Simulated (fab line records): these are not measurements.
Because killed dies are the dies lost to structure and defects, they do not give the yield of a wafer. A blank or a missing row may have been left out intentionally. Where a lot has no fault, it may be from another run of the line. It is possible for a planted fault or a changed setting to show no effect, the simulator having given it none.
Which tool did it? :: flow nandHarc :: 12 lots, 36 wafers sampled, at 4 steps of a route of 1159

## WHAT THE GAUGES READ, wafer by wafer
No reading from a measuring or inspecting step in the record can be judged against a usual standard deviation.

## TOOL THAT RAN EACH LOT (tool first, then ch and the chambers of the sampled wafers, then the start)
lot: L893
NHARC_A_SGD_CUT_STRIP_17: rieDiel-01 ch 0,1,3, day 14 05:11 or earlier
NHARC_A_SGD_CUT_ETCHBACK_24: rieDiel-04 ch 0,3, day 14 05:11
NHARC_A_SLIT_SOFTBAKE_04: lithoTrack-01 ch 0, day 14 08:00
NHARC_A_SLIT_DESCUM_14: rieDiel-12 ch 2,3, day 14 08:52

lot: L894
NHARC_A_SGD_CUT_STRIP_17: rieDiel-11 ch 0,1,3, day 14 14:28 or earlier
NHARC_A_SGD_CUT_ETCHBACK_24: rieDiel-01 ch 0,1,3, day 14 14:28
NHARC_A_SLIT_SOFTBAKE_04: lithoTrack-04 ch 0, day 14 17:00
NHARC_A_SLIT_DESCUM_14: rieDiel-12 ch 0,1, day 14 17:55

lot: L897
NHARC_A_SGD_CUT_STRIP_17: rieDiel-04 ch 2,3, day 14 14:37 or earlier
NHARC_A_SGD_CUT_ETCHBACK_24: rieDiel-11 ch 0,1,3, day 14 14:37
NHARC_A_SLIT_SOFTBAKE_04: lithoTrack-01 ch 0, day 14 17:00
NHARC_A_SLIT_DESCUM_14: rieDiel-07 ch 1,2, day 14 18:14

lot: L898
NHARC_A_SGD_CUT_STRIP_17: rieDiel-11 ch 2,3, day 15 01:40 or earlier
NHARC_A_SGD_CUT_ETCHBACK_24: rieDiel-01 ch 0,1, day 15 01:40
NHARC_A_SLIT_SOFTBAKE_04: lithoTrack-04 ch 0, day 15 05:00
NHARC_A_SLIT_DESCUM_14: rieDiel-07 ch 0,1,2, day 15 05:52

lot: L899
NHARC_A_SGD_CUT_STRIP_17: rieDiel-01 ch 1,2,3, day 16 08:56 or earlier
NHARC_A_SGD_CUT_ETCHBACK_24: rieDiel-04 ch 0,2,3, day 16 08:56
NHARC_A_SLIT_SOFTBAKE_04: lithoTrack-04 ch 0, day 16 12:00
NHARC_A_SLIT_DESCUM_14: rieDiel-12 ch 1,2,3, day 16 12:52

lot: L904
NHARC_A_SGD_CUT_STRIP_17: rieDiel-04 ch 0,1,3, day 16 21:26 or earlier
NHARC_A_SGD_CUT_ETCHBACK_24: rieDiel-04 ch 0,2,3, day 16 21:26
NHARC_A_SLIT_SOFTBAKE_04: lithoTrack-04 ch 0, day 17 00:00
NHARC_A_SLIT_DESCUM_14: rieDiel-06 ch 0,1,3, day 17 00:48

lot: L905
NHARC_A_SGD_CUT_STRIP_17: rieDiel-01 ch 0,1,3, day 17 03:37 or earlier
NHARC_A_SGD_CUT_ETCHBACK_24: rieDiel-01 ch 0,1,3, day 17 03:37
NHARC_A_SLIT_SOFTBAKE_04: lithoTrack-01 ch 0, day 17 07:00
NHARC_A_SLIT_DESCUM_14: rieDiel-12 ch 1,2,3, day 17 08:35

lot: L908
NHARC_A_SGD_CUT_STRIP_17: rieDiel-11 ch 0,1,2, day 18 06:32 or earlier
NHARC_A_SGD_CUT_ETCHBACK_24: rieDiel-11 ch 0,1,3, day 18 06:32
NHARC_A_SLIT_SOFTBAKE_04: lithoTrack-01 ch 0, day 18 11:00
NHARC_A_SLIT_DESCUM_14: rieDiel-12 ch 0,1,2, day 18 11:41

lot: L911
NHARC_A_SGD_CUT_STRIP_17: rieDiel-04 ch 2,3, day 18 13:08 or earlier
NHARC_A_SGD_CUT_ETCHBACK_24: rieDiel-01 ch 2,3, day 18 13:08
NHARC_A_SLIT_SOFTBAKE_04: lithoTrack-04 ch 0, day 18 16:00
NHARC_A_SLIT_DESCUM_14: rieDiel-12 ch 1,2,3, day 18 16:59

lot: L910
NHARC_A_SGD_CUT_STRIP_17: rieDiel-11 ch 0,3, day 18 13:08 or earlier
NHARC_A_SGD_CUT_ETCHBACK_24: rieDiel-11 ch 1,2,3, day 18 13:08
NHARC_A_SLIT_SOFTBAKE_04: lithoTrack-06 ch 0, day 18 16:00
NHARC_A_SLIT_DESCUM_14: rieDiel-12 ch 0,2,3, day 18 16:49

lot: L912
NHARC_A_SGD_CUT_STRIP_17: rieDiel-04 ch 2,3, day 19 10:25 or earlier
NHARC_A_SGD_CUT_ETCHBACK_24: rieDiel-04 ch 0,2, day 19 10:25
NHARC_A_SLIT_SOFTBAKE_04: lithoTrack-04 ch 0, day 19 14:00
NHARC_A_SLIT_DESCUM_14: rieDiel-12 ch 1,2,3, day 19 14:38

lot: L916
NHARC_A_SGD_CUT_STRIP_17: rieDiel-01 ch 1,3, day 20 04:05 or earlier
NHARC_A_SGD_CUT_ETCHBACK_24: rieDiel-04 ch 0,3, day 20 04:05
NHARC_A_SLIT_SOFTBAKE_04: lithoTrack-04 ch 0, day 20 08:00
NHARC_A_SLIT_DESCUM_14: rieDiel-07 ch 1,2,3, day 20 09:18
- NHARC_A_SGD_CUT_STRIP_17: strips in O2.
- NHARC_A_SGD_CUT_ETCHBACK_24: etches the open film in CH3F/O2, target depth 50 nm, time 92.857 s.
- NHARC_A_SLIT_SOFTBAKE_04: time 55 s.
- NHARC_A_SLIT_DESCUM_14: chemistry O2, time 3 s.

## WHAT THE TOOLS THEMSELVES READ (means of the sampled wafers that have a number; where no wafer has one, the mark that the record gives instead)
NHARC_A_SGD_CUT_STRIP_17. Usual: drypumpMotorCurrentA 5.6 A, standard deviation 0.32; oesProductAu 0.995 a.u., standard deviation 0.01; rfVppV 57.7 V, standard deviation 0.93; showerheadPlenumPTorr 3.56 Torr, standard deviation 0.14; throttleValvePct 17.035 %, standard deviation 0.0089.
lot: L893
tool: rieDiel-01
drypumpMotorCurrentA (A): 5.3
oesProductAu (a.u.): 0.995
rfVppV (V): 57.6
showerheadPlenumPTorr (Torr): 3.55
throttleValvePct (%): 17.029
flag: 

lot: L894
tool: rieDiel-11
drypumpMotorCurrentA (A): 5.7
oesProductAu (a.u.): 0.998
rfVppV (V): 58.7
showerheadPlenumPTorr (Torr): 3.59
throttleValvePct (%): 17.042
flag: 

lot: L897
tool: rieDiel-04
drypumpMotorCurrentA (A): 5.7
oesProductAu (a.u.): 0.998
rfVppV (V): 58.9
showerheadPlenumPTorr (Torr): 3.58
throttleValvePct (%): 17.039
flag: 

lot: L898
tool: rieDiel-11
drypumpMotorCurrentA (A): 5.9
oesProductAu (a.u.): 1.011
rfVppV (V): 57.5
showerheadPlenumPTorr (Torr): 3.33
throttleValvePct (%): 17.039
flag: 

lot: L899
tool: rieDiel-01
drypumpMotorCurrentA (A): 5.3
oesProductAu (a.u.): 0.992
rfVppV (V): 57.8
showerheadPlenumPTorr (Torr): 3.51
throttleValvePct (%): 17.032
flag: 

lot: L904
tool: rieDiel-04
drypumpMotorCurrentA (A): 5.9
oesProductAu (a.u.): 1.004
rfVppV (V): 58.0
showerheadPlenumPTorr (Torr): 3.64
throttleValvePct (%): 17.032
flag: 

lot: L905
tool: rieDiel-01
drypumpMotorCurrentA (A): 5.3
oesProductAu (a.u.): 0.984
rfVppV (V): 58.1
showerheadPlenumPTorr (Torr): 3.55
throttleValvePct (%): 17.044
flag: 

lot: L908
tool: rieDiel-11
drypumpMotorCurrentA (A): 5.7
oesProductAu (a.u.): 0.987
rfVppV (V): 57.4
showerheadPlenumPTorr (Torr): 3.56
throttleValvePct (%): 17.038
flag: 

lot: L911
tool: rieDiel-04
drypumpMotorCurrentA (A): 5.5
oesProductAu (a.u.): 1.002
rfVppV (V): 57.3
showerheadPlenumPTorr (Torr): 3.58
throttleValvePct (%): 17.037
flag: 

lot: L910
tool: rieDiel-11
drypumpMotorCurrentA (A): 5.7
oesProductAu (a.u.): 0.989
rfVppV (V): 58.1
showerheadPlenumPTorr (Torr): 3.53
throttleValvePct (%): 17.030
flag: 

lot: L912
tool: rieDiel-04
drypumpMotorCurrentA (A): 5.5
oesProductAu (a.u.): 1.000
rfVppV (V): 57.7
showerheadPlenumPTorr (Torr): 3.58
throttleValvePct (%): 17.034
flag: 

lot: L916
tool: rieDiel-01
drypumpMotorCurrentA (A): 5.4
oesProductAu (a.u.): 0.987
rfVppV (V): 58.8
showerheadPlenumPTorr (Torr): 3.54
throttleValvePct (%): 17.030
flag: 

NHARC_A_SGD_CUT_ETCHBACK_24. Usual: drypumpMotorCurrentA 5.6 A, standard deviation 0.33; oesProductAu 0.97 a.u., standard deviation 0.039; rfVppV 244.6 V, standard deviation 1.6; showerheadPlenumPTorr 2.48 Torr, standard deviation 0.1; throttleValvePct 20.663 %, standard deviation 0.0093.
lot: L893
tool: rieDiel-04
drypumpMotorCurrentA (A): 5.9
oesProductAu (a.u.): 1.00
rfVppV (V): 245.7
showerheadPlenumPTorr (Torr): 2.54
throttleValvePct (%): 20.663
flag: 

lot: L894
tool: rieDiel-01
drypumpMotorCurrentA (A): 5.3
oesProductAu (a.u.): 1.00
rfVppV (V): 243.7
showerheadPlenumPTorr (Torr): 2.48
throttleValvePct (%): 20.658
flag: 

lot: L897
tool: rieDiel-11
drypumpMotorCurrentA (A): 5.7
oesProductAu (a.u.): 0.99
rfVppV (V): 244.7
showerheadPlenumPTorr (Torr): 2.50
throttleValvePct (%): 20.664
flag: 

lot: L898
tool: rieDiel-01
drypumpMotorCurrentA (A): 5.4
oesProductAu (a.u.): 0.99
rfVppV (V): 245.4
showerheadPlenumPTorr (Torr): 2.54
throttleValvePct (%): 20.659
flag: 

lot: L899
tool: rieDiel-04
drypumpMotorCurrentA (A): 5.8
oesProductAu (a.u.): 1.00
rfVppV (V): 245.9
showerheadPlenumPTorr (Torr): 2.54
throttleValvePct (%): 20.666
flag: 

lot: L904
tool: rieDiel-04
drypumpMotorCurrentA (A): 5.8
oesProductAu (a.u.): 0.93
rfVppV (V): 245.6
showerheadPlenumPTorr (Torr): 2.54
throttleValvePct (%): 20.658
flag: 

lot: L905
tool: rieDiel-01
drypumpMotorCurrentA (A): 5.3
oesProductAu (a.u.): 0.92
rfVppV (V): 244.7
showerheadPlenumPTorr (Torr): 2.48
throttleValvePct (%): 20.669
flag: 

lot: L908
tool: rieDiel-11
drypumpMotorCurrentA (A): 5.7
oesProductAu (a.u.): 0.91
rfVppV (V): 244.7
showerheadPlenumPTorr (Torr): 2.50
throttleValvePct (%): 20.663
flag: 

lot: L911
tool: rieDiel-01
drypumpMotorCurrentA (A): 5.2
oesProductAu (a.u.): 1.00
rfVppV (V): 244.7
showerheadPlenumPTorr (Torr): 2.41
throttleValvePct (%): 20.669
flag: 

lot: L910
tool: rieDiel-11
drypumpMotorCurrentA (A): 5.8
oesProductAu (a.u.): 0.92
rfVppV (V): 243.3
showerheadPlenumPTorr (Torr): 2.42
throttleValvePct (%): 20.667
flag: 

lot: L912
tool: rieDiel-04
drypumpMotorCurrentA (A): 5.6
oesProductAu (a.u.): 0.93
rfVppV (V): 245.6
showerheadPlenumPTorr (Torr): 2.54
throttleValvePct (%): 20.658
flag: 

lot: L916
tool: rieDiel-04
drypumpMotorCurrentA (A): 6.1
oesProductAu (a.u.): 1.00
rfVppV (V): 245.4
showerheadPlenumPTorr (Torr): 2.58
throttleValvePct (%): 20.658
flag: 

NHARC_A_SLIT_SOFTBAKE_04. Usual: exhaustPa 44.9 Pa, standard deviation 1; heaterPowerTotalW 188.45 W, standard deviation 0.13.
lot: L893
tool: lithoTrack-01
exhaustPa (Pa): 46.0
heaterPowerTotalW (W): 188.60
flag: 

lot: L894
tool: lithoTrack-04
exhaustPa (Pa): 45.8
heaterPowerTotalW (W): 188.43
flag: 

lot: L897
tool: lithoTrack-01
exhaustPa (Pa): 45.0
heaterPowerTotalW (W): 188.36
flag: 

lot: L898
tool: lithoTrack-04
exhaustPa (Pa): 45.7
heaterPowerTotalW (W): 188.42
flag: 

lot: L899
tool: lithoTrack-04
exhaustPa (Pa): 45.3
heaterPowerTotalW (W): 188.56
flag: 

lot: L904
tool: lithoTrack-04
exhaustPa (Pa): 45.5
heaterPowerTotalW (W): 188.44
flag: 

lot: L905
tool: lithoTrack-01
exhaustPa (Pa): 43.8
heaterPowerTotalW (W): 183.63
flag: OFF

lot: L908
tool: lithoTrack-01
exhaustPa (Pa): 45.2
heaterPowerTotalW (W): 183.63
flag: OFF

lot: L911
tool: lithoTrack-04
exhaustPa (Pa): 44.9
heaterPowerTotalW (W): 188.43
flag: 

lot: L910
tool: lithoTrack-06
exhaustPa (Pa): 45.7
heaterPowerTotalW (W): 188.47
flag: 

lot: L912
tool: lithoTrack-04
exhaustPa (Pa): 43.3
heaterPowerTotalW (W): 188.55
flag: 

lot: L916
tool: lithoTrack-04
exhaustPa (Pa): 45.5
heaterPowerTotalW (W): 188.51
flag: 

NHARC_A_SLIT_DESCUM_14. Usual: drypumpMotorCurrentA 5.7 A, standard deviation 0.53; oesProductAu 1.002 a.u., standard deviation 0.012; rfVppV 57.8 V, standard deviation 0.9; showerheadPlenumPTorr 1.91 Torr, standard deviation 0.063; throttleValvePct 11.311 %, standard deviation 0.0089.
lot: L893
tool: rieDiel-12
drypumpMotorCurrentA (A): 5.8
oesProductAu (a.u.): 0.991
rfVppV (V): 58.1
showerheadPlenumPTorr (Torr): 1.89
throttleValvePct (%): 11.309
flag: 

lot: L894
tool: rieDiel-12
drypumpMotorCurrentA (A): 6.1
oesProductAu (a.u.): 1.018
rfVppV (V): 58.1
showerheadPlenumPTorr (Torr): 1.97
throttleValvePct (%): 11.319
flag: 

lot: L897
tool: rieDiel-07
drypumpMotorCurrentA (A): 5.7
oesProductAu (a.u.): 0.991
rfVppV (V): 56.4
showerheadPlenumPTorr (Torr): 1.87
throttleValvePct (%): 11.316
flag: 

lot: L898
tool: rieDiel-07
drypumpMotorCurrentA (A): 5.6
oesProductAu (a.u.): 0.994
rfVppV (V): 58.2
showerheadPlenumPTorr (Torr): 1.91
throttleValvePct (%): 11.315
flag: 

lot: L899
tool: rieDiel-12
drypumpMotorCurrentA (A): 5.9
oesProductAu (a.u.): 1.014
rfVppV (V): 58.1
showerheadPlenumPTorr (Torr): 1.92
throttleValvePct (%): 11.308
flag: 

lot: L904
tool: rieDiel-06
drypumpMotorCurrentA (A): 5.3
oesProductAu (a.u.): 1.015
rfVppV (V): 57.3
showerheadPlenumPTorr (Torr): 1.91
throttleValvePct (%): 11.311
flag: 

lot: L905
tool: rieDiel-12
drypumpMotorCurrentA (A): 5.9
oesProductAu (a.u.): 1.003
rfVppV (V): 58.6
showerheadPlenumPTorr (Torr): 1.92
throttleValvePct (%): 11.306
flag: 

lot: L908
tool: rieDiel-12
drypumpMotorCurrentA (A): 5.8
oesProductAu (a.u.): 0.998
rfVppV (V): 58.2
showerheadPlenumPTorr (Torr): 1.94
throttleValvePct (%): 11.316
flag: 

lot: L911
tool: rieDiel-12
drypumpMotorCurrentA (A): 5.9
oesProductAu (a.u.): 1.003
rfVppV (V): 57.8
showerheadPlenumPTorr (Torr): 1.92
throttleValvePct (%): 11.322
flag: 

lot: L910
tool: rieDiel-12
drypumpMotorCurrentA (A): 5.7
oesProductAu (a.u.): 1.001
rfVppV (V): 58.2
showerheadPlenumPTorr (Torr): 1.91
throttleValvePct (%): 11.296
flag: 

lot: L912
tool: rieDiel-12
drypumpMotorCurrentA (A): 5.9
oesProductAu (a.u.): 0.998
rfVppV (V): 58.1
showerheadPlenumPTorr (Torr): 1.92
throttleValvePct (%): 11.316
flag: 

lot: L916
tool: rieDiel-07
drypumpMotorCurrentA (A): 5.8
oesProductAu (a.u.): 0.987
rfVppV (V): 58.8
showerheadPlenumPTorr (Torr): 1.85
throttleValvePct (%): 11.315
flag: 

## THE ANSWER, worked out from the rows above alone
Rule: take the mean of a lot's wafers that have a number; if it is more than 3 standard deviations from the usual mean, the lot is off. Also off: a lot with no number at a reading for which 4 or more lots have one. Any other lot the step has rows for is counted as sound. First the gauges in route order, then the tools' own readings, where a lot's mean is used as printed above. At the first step where some lot is off, the reading lying furthest off is the one used; lots without a number count as furthest.
Off: L905, L908, at NHARC_A_SLIT_SOFTBAKE_04 (heaterPowerTotalW).
A tool fits if, at that step or a process step before it, it ran every lot that is off, and no sound lot after the first of them. NHARC_A_SGD_CUT_STRIP_17: start missing for some lots; hours and lot order therefore follow NHARC_A_SGD_CUT_ETCHBACK_24. One candidate fits, namely lithoTrack-01 at NHARC_A_SLIT_SOFTBAKE_04. A fault onset in the window from L897 (day 14 17:00, its last sound lot) to L905 (day 17 07:00, its first lot off) fits.
The tool's own readings at NHARC_A_SLIT_SOFTBAKE_04 bear it out: on the lots that are off they differ by more than 5 times the standard deviation of the sound lots' means. heaterPowerTotalW reads 183.63 W there against 188.48 W on the sound lots.

## WHAT THE SIMULATOR PUT IN
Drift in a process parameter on lithoTrack-01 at NHARC_A_SLIT_SOFTBAKE_04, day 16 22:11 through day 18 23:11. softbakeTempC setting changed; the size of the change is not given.
Struck lots among those shown: L905, L908. Same finding as the rule above.
